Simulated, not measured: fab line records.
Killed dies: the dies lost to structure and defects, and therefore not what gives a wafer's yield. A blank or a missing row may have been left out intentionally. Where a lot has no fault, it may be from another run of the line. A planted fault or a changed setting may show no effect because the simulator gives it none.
Which tool is to blame?    flow nandHarc    72 wafers from 24 lots sampled at 5 of the route's 1302 steps

## WHAT THE GAUGES SHOWED, per wafer
NHARC_P_M2_INSPECT_11. Usual: 4 for rawDefectCount, sd 3.1.
lot   measured      on                rawDefectCount  flag
L074  day 6 11:38   defectInspect-01  3 2 1           
L076  day 7 01:39   defectInspect-01  3 3 4           
L075  day 7 02:32   defectInspect-02  4 5 3           
L077  day 7 13:35   defectInspect-02  3 1 2           
L078  day 8 02:34   defectInspect-01  2 4 7           
L079  day 8 13:14   defectInspect-01  5 1 4           
L080  day 8 20:44   defectInspect-01  6 3 1           
L081  day 9 12:11   defectInspect-01  6 7 7           
L082  day 9 13:07   defectInspect-01  2 4 5           
L083  day 10 02:47  defectInspect-01  16 7 8          
L084  day 10 11:41  defectInspect-01  7 8 10          
L085  day 11 01:13  defectInspect-01  1 3 4           
L086  day 11 04:49  defectInspect-02  4 2 6           
L087  day 11 17:58  defectInspect-02  8 6 5           
L089  day 12 12:19  defectInspect-01  2 3 4           
L088  day 12 18:08  defectInspect-02  3 5 6           
L090  day 13 00:39  defectInspect-02  2 3 2           
L091  day 13 16:00  defectInspect-01  3 8 3           
L092  day 14 02:08  defectInspect-02  14 6 6          
L093  day 14 06:43  defectInspect-01  5 6 8           
L094  day 14 18:09  defectInspect-02  7 3 1           
L095  day 14 23:44  defectInspect-02  8 1 4           
L097  day 15 21:44  defectInspect-02  2 2 5           
L096  day 16 23:31  defectInspect-02  9 5 3           

NHARC_P_M2_CD_MEAS_16. Usual: 169.9 nm for cdNm, sd 0.72.
lot   measured      on        cdNm (nm)          flag
L074  day 6 12:00   cdSem-03  170.5 170.8 170.3  
L076  day 7 02:04   cdSem-01  170.0 170.1 169.4  
L075  day 7 02:56   cdSem-03  169.8 170.3 169.1  
L077  day 7 13:57   cdSem-01  168.8 168.8 169.2  
L078  day 8 02:56   cdSem-02  169.6 169.5 171.1  
L079  day 8 13:37   cdSem-02  170.2 170.5 170.4  
L080  day 8 21:07   cdSem-02  169.8 169.5 169.4  
L081  day 9 12:33   cdSem-03  170.5 170.1 170.7  
L082  day 9 13:29   cdSem-03  170.5 171.1 170.1  
L083  day 10 03:09  cdSem-02  169.6 169.8 169.7  
L084  day 10 12:03  cdSem-03  169.8 170.4 169.8  
L085  day 11 01:35  cdSem-02  170.0 169.3 169.5  
L086  day 11 05:11  cdSem-01  169.7 169.6 170.1  
L087  day 11 18:20  cdSem-03  170.0 169.0 170.0  
L089  day 12 12:41  cdSem-01  170.2 169.5 170.4  
L088  day 12 18:30  cdSem-01  169.5 169.0 170.0  
L090  day 13 01:04  cdSem-01  170.7 169.7 170.3  
L091  day 13 16:22  cdSem-03  168.6 168.0 168.2  
L092  day 14 02:36  cdSem-03  170.5 169.5 170.3  
L093  day 14 07:05  cdSem-03  169.2 169.3 168.0  
L094  day 14 18:31  cdSem-02  171.2 170.6 171.0  
L095  day 15 00:07  cdSem-01  169.6 170.3 169.6  
L097  day 15 22:07  cdSem-01  170.5 170.8 169.8  
L096  day 16 23:52  cdSem-02  170.5 170.3 170.2  

## WHAT TOOL EACH LOT RAN ON (gives the tool, then ch and the chambers of the sampled wafers, and finally the start)
lot   NHARC_P_M1_ETCH_15                            NHARC_P_M1_PVD_20                       NHARC_P_M1_CMP_23
L074  rieDiel-02 ch 0,2,3, day 6 09:42 or earlier   pvdSputter-01, day 6 09:42 or earlier   cmp-02 ch 2,3, day 6 09:42
L076  rieDiel-02 ch 0,1,2, day 6 23:51 or earlier   pvdSputter-01, day 6 23:51 or earlier   cmp-01 ch 0,1,3, day 6 23:51
L075  rieDiel-04 ch 0,3, day 7 00:37 or earlier     pvdSputter-03, day 7 00:37 or earlier   cmp-04 ch 1,2,3, day 7 00:37
L077  rieDiel-01 ch 0,1,3, day 7 11:38 or earlier   pvdSputter-02, day 7 11:38 or earlier   cmp-04 ch 0,1,2, day 7 11:38
L078  rieDiel-02 ch 0,2, day 8 00:43 or earlier     pvdSputter-01, day 8 00:43 or earlier   cmp-02 ch 2,3, day 8 00:43
L079  rieDiel-02 ch 0,1,2, day 8 11:17 or earlier   pvdSputter-02, day 8 11:17 or earlier   cmp-01 ch 0,1, day 8 11:17
L080  rieDiel-01 ch 0,2,3, day 8 18:55 or earlier   pvdSputter-02, day 8 18:55 or earlier   cmp-01 ch 0,1,3, day 8 18:55
L081  rieDiel-02 ch 0,1,3, day 9 10:21 or earlier   pvdSputter-02, day 9 10:21 or earlier   cmp-04 ch 0,1,2, day 9 10:21
L082  rieDiel-02 ch 0,1, day 9 11:10 or earlier     pvdSputter-03, day 9 11:10 or earlier   cmp-01 ch 0,3, day 9 11:10
L083  rieDiel-01 ch 0,1,2, day 10 00:46 or earlier  pvdSputter-01, day 10 00:46 or earlier  cmp-02 ch 0,1,3, day 10 00:46
L084  rieDiel-01 ch 0,1,2, day 10 09:33 or earlier  pvdSputter-03, day 10 09:33 or earlier  cmp-01 ch 0,2,3, day 10 09:33
L085  rieDiel-02 ch 1,2,3, day 10 23:16 or earlier  pvdSputter-01, day 10 23:16 or earlier  cmp-01 ch 0,2,3, day 10 23:16
L086  rieDiel-01 ch 1,2, day 11 02:53 or earlier    pvdSputter-03, day 11 02:53 or earlier  cmp-01 ch 0,1,2, day 11 02:53
L087  rieDiel-01 ch 0,1,2, day 11 15:59 or earlier  pvdSputter-01, day 11 15:59 or earlier  cmp-01 ch 0,1,2, day 11 15:59
L089  rieDiel-01 ch 0,2, day 12 10:20 or earlier    pvdSputter-01, day 12 10:20 or earlier  cmp-04 ch 2,3, day 12 10:20
L088  rieDiel-02 ch 0,2,3, day 12 16:01 or earlier  pvdSputter-01, day 12 16:01 or earlier  cmp-04 ch 0,1,2, day 12 16:01
L090  rieDiel-01 ch 0,1,2, day 12 22:43 or earlier  pvdSputter-01, day 12 22:43 or earlier  cmp-04 ch 1,2,3, day 12 22:43
L091  rieDiel-04 ch 0,1,3, day 13 13:59 or earlier  pvdSputter-03, day 13 13:59 or earlier  cmp-02 ch 0,2, day 13 13:59
L092  rieDiel-01 ch 2,3, day 14 00:10 or earlier    pvdSputter-01, day 14 00:10 or earlier  cmp-01 ch 0,1,3, day 14 00:10
L093  rieDiel-02 ch 0,3, day 14 04:49 or earlier    pvdSputter-03, day 14 04:49 or earlier  cmp-01 ch 0,2,3, day 14 04:49
L094  rieDiel-02 ch 0,1,2, day 14 16:12 or earlier  pvdSputter-01, day 14 16:12 or earlier  cmp-02 ch 1,3, day 14 16:12
L095  rieDiel-02 ch 2,3, day 14 21:48 or earlier    pvdSputter-01, day 14 21:48 or earlier  cmp-04 ch 0,1, day 14 21:48
L097  rieDiel-02 ch 2,3, day 15 19:55 or earlier    pvdSputter-01, day 15 19:55 or earlier  cmp-04 ch 0,1,3, day 15 19:55
L096  rieDiel-02 ch 1,2,3, day 16 21:31 or earlier  pvdSputter-01, day 16 21:31 or earlier  cmp-04 ch 1,2,3, day 16 21:31
- NHARC_P_M1_ETCH_15: etches the open film in C4F8/Ar, target depth 182.5 nm, time 91.2 s.
- NHARC_P_M1_PVD_20: deposits TaN, target thk 5 nm, time 8.06 s.
- NHARC_P_M1_CMP_23: polishes, t overpolish 20 s, target thk 157.82 nm.

## AS READ BY THE TOOLS THEMSELVES (means over the sampled wafers that have a number; for cases with no such wafer, the mark the record gives instead)
NHARC_P_M1_ETCH_15. Usual: oesProductAu 0.952 a.u., standard deviation 0.02; rfVppV 440.9 V, standard deviation 2.3.
lot   tool        oesProductAu (a.u.)  rfVppV (V)  flag
L074  rieDiel-02  0.949                442.4       
L076  rieDiel-02  0.962                440.3       
L075  rieDiel-04  0.922                443.7       
L077  rieDiel-01  0.928                440.0       
L078  rieDiel-02  0.966                441.3       
L079  rieDiel-02  0.972                440.6       
L080  rieDiel-01  0.976                442.0       
L081  rieDiel-02  0.960                440.2       
L082  rieDiel-02  0.923                438.6       
L083  rieDiel-01  0.967                441.3       
L084  rieDiel-01  0.973                441.8       
L085  rieDiel-02  0.967                440.3       
L086  rieDiel-01  0.947                439.7       
L087  rieDiel-01  0.957                440.3       
L089  rieDiel-01  0.954                442.8       
L088  rieDiel-02  0.953                441.0       
L090  rieDiel-01  0.959                439.7       
L091  rieDiel-04  0.924                439.9       
L092  rieDiel-01  0.965                442.6       
L093  rieDiel-02  0.924                441.5       
L094  rieDiel-02  0.927                439.8       
L095  rieDiel-02  0.969                442.9       
L097  rieDiel-02  0.937                442.1       
L096  rieDiel-02  0.925                440.8       

NHARC_P_M1_PVD_20. Usual: 30.3 % for throttleValvePct, sd 1.5.
lot   tool           throttleValvePct (%)  flag
L074  pvdSputter-01  28.6                  
L076  pvdSputter-01  28.8                  
L075  pvdSputter-03  31.7                  
L077  pvdSputter-02  30.7                  
L078  pvdSputter-01  30.3                  
L079  pvdSputter-02  30.3                  
L080  pvdSputter-02  30.5                  
L081  pvdSputter-02  30.6                  
L082  pvdSputter-03  31.7                  
L083  pvdSputter-01  28.1                  
L084  pvdSputter-03  31.9                  
L085  pvdSputter-01  29.3                  
L086  pvdSputter-03  32.5                  
L087  pvdSputter-01  29.7                  
L089  pvdSputter-01  29.8                  
L088  pvdSputter-01  29.2                  
L090  pvdSputter-01  29.6                  
L091  pvdSputter-03  32.0                  
L092  pvdSputter-01  29.8                  
L093  pvdSputter-03  31.9                  
L094  pvdSputter-01  29.4                  
L095  pvdSputter-01  29.6                  
L097  pvdSputter-01  29.7                  
L096  pvdSputter-01  31.0                  

NHARC_P_M1_CMP_23. Usual: motorCurrentA 12.0 A, standard deviation 1; slurryFilterDpKPa 13.49 kPa, standard deviation 0.13; timeToEndpointS 28.0 s, standard deviation 2.3.
lot   tool    motorCurrentA (A)  slurryFilterDpKPa (kPa)  timeToEndpointS (s)  flag
L074  cmp-02  10.6               13.57                    26.5                 
L076  cmp-01  12.8               13.45                    28.5                 
L075  cmp-04  12.1               13.49                    25.5                 
L077  cmp-04  11.8               13.52                    26.8                 
L078  cmp-02  10.8               13.54                    26.0                 
L079  cmp-01  12.5               13.43                    27.2                 
L080  cmp-01  12.7               13.51                    29.3                 
L081  cmp-04  11.6               13.49                    29.8                 
L082  cmp-01  13.1               13.62                    30.0                 
L083  cmp-02  11.9               13.31                    25.5                 
L084  cmp-01  12.3               13.44                    27.6                 
L085  cmp-01  12.5               13.55                    27.9                 
L086  cmp-01  12.4               13.40                    31.0                 
L087  cmp-01  12.0               13.50                    27.8                 
L089  cmp-04  12.0               13.41                    31.3                 
L088  cmp-04  12.4               13.53                    28.8                 
L090  cmp-04  12.1               13.42                    27.9                 
L091  cmp-02  11.6               13.51                    25.6                 
L092  cmp-01  12.8               13.42                    26.7                 
L093  cmp-01  12.6               13.48                    30.7                 
L094  cmp-02  11.3               13.40                    28.6                 
L095  cmp-04  11.8               13.56                    32.1                 
L097  cmp-04  11.7               13.45                    29.1                 
L096  cmp-04  11.9               13.53                    27.3                 

## THE ANSWER, worked out from the rows above alone
Rule: a lot is off if the mean of its wafers that have a number lies more than 3 standard deviations from the usual mean. A lot without any number at a reading at which 4 lots or more have one is off too. Where the step has rows for the other lots, those lots are counted as sound. Order of review: gauges by route order, followed by the tools' own readings, for which a lot's mean as printed above is used. At the first step where some lot is off, the reading lying furthest off is the one used; lots without a number count as furthest.
None of the lots is off at any reading shown; this tells nothing.

## WHAT HAD BEEN PUT IN BY THE SIMULATOR
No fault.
